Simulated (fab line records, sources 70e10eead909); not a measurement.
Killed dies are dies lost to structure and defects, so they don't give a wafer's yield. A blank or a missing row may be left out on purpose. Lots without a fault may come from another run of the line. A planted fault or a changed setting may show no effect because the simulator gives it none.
Problem report in the 8D (eight disciplines) form, filled by code | flow nand_harc | the parts of the form that need people (team, actions taken, sign-off) are left out

1. THE PROBLEM
thk_nm at NHARC_A_ONON_D1_THK_MEAS_18 reads a mean of 1562 nm on 3 wafers of 2 lots; wafers without a fault read 999 nm with a standard deviation of 7.9. That is +71 standard deviations from the usual mean.
The step: measures by ellipsometry.
First seen on wafer L817.6, day 13 12:11, on film_metro-02. The record holds 40 wafers of 14 lots with a number at this step. Rule for "out", or "out of limits": more than 4 standard deviations from the usual mean. The other wafers with a number count as sound.

2. WHAT IT IS AND WHAT IT IS NOT
question                    | is                     | is not
which readings at this step | thk_nm                 | -
which lots                  | L817, L818             | L804, L805, L806, L807, L808, L809, L810, L822, L824, L825, L826, L827
which wafers of those lots  | L817.6, L818.1, L818.6 | L817.5
read on which gauges        | film_metro-02          | film_metro-01
when                        | from day 13 12:11      | up to then (22 sound wafers); but 15 sound wafers of L822, L824, L825, L826, L827 came after

3. SUSPECTS, AND WHAT RULES EACH OUT
Counting: a tool at a process step up to the reading stays a suspect if it ran every lot that is out. Sound lots after the first of them don't rule it out here, since some wafers of a struck lot are sound.
- the gauge at NHARC_A_ONON_D1_THK_MEAS_18: ruled out. All the wafers that are out were read on film_metro-02, but those of them that NHARC_END_SORT_01 has rows for are out there too, on other tools.
- rie_diel-02 at NHARC_P_BONDPAD_ACTIVATE_29 (chemistry N2, time 60 s): kept. It ran every lot that is out, first L817 (day 12 03:08); its last sound lot up to then is L810 (day 9 08:41).
- pecvd_onon-02 at NHARC_A_ONON_D1_DEP_16 (target thk 1000 nm): kept. It ran every lot that is out, first L817 (day 13 11:55); its last sound lot up to then is L809 (day 10 15:08).
- Within rie_diel-02 at NHARC_P_BONDPAD_ACTIVATE_29: the wafers that are out ran in chambers 0, 3; their sound lot-mates ran in chamber 2.
Left after counting: rie_diel-02 at NHARC_P_BONDPAD_ACTIVATE_29, pecvd_onon-02 at NHARC_A_ONON_D1_DEP_16.

4. THE CAUSE (what the simulator had put in)
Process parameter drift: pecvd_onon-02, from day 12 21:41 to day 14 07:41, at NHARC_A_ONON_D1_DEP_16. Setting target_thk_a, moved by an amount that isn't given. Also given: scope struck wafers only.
Counting left 2 suspects, and this tool is among them.

5. THE CHAIN OF EFFECTS, in route order
Each row: a reading whose mean over the struck wafers that have a number lies more than 3 standard deviations from the usual. Only readings for which the record gives a usual standard deviation are gone through. hours: the time from each lot's start at the first step in this table that gives one to its start at this step, as a median over the lots. sigmas: the change in usual standard deviations.
hours | step                        | reading         | usual  | on struck wafers | change | sigmas
0     | NHARC_A_ONON_D1_THK_MEAS_18 | thk_nm          | 999 nm | 1562             | +563   | +71
384   | NHARC_END_SORT_01           | killed_at_array | 55     | 672              | +617   | +32
384   | NHARC_END_SORT_01           | killed_dies     | 60     | 677              | +617   | +31

6. WHAT WOULD HAVE CAUGHT IT SOONER
In this record the first reading out of limits at a measuring or inspecting step was taken at day 13 12:11, 15 hours after the fault began at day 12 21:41.
Of the tool readings at NHARC_A_ONON_D1_DEP_16 for which the record gives a usual standard deviation, none was out on any struck wafer, so an alarm limit of 4 standard deviations on them would not have fired.
Of the lots that are out (2), L818 began NHARC_A_ONON_D1_DEP_16 on pecvd_onon-02 after day 13 12:11. A hold on the tool at that time would have spared it.
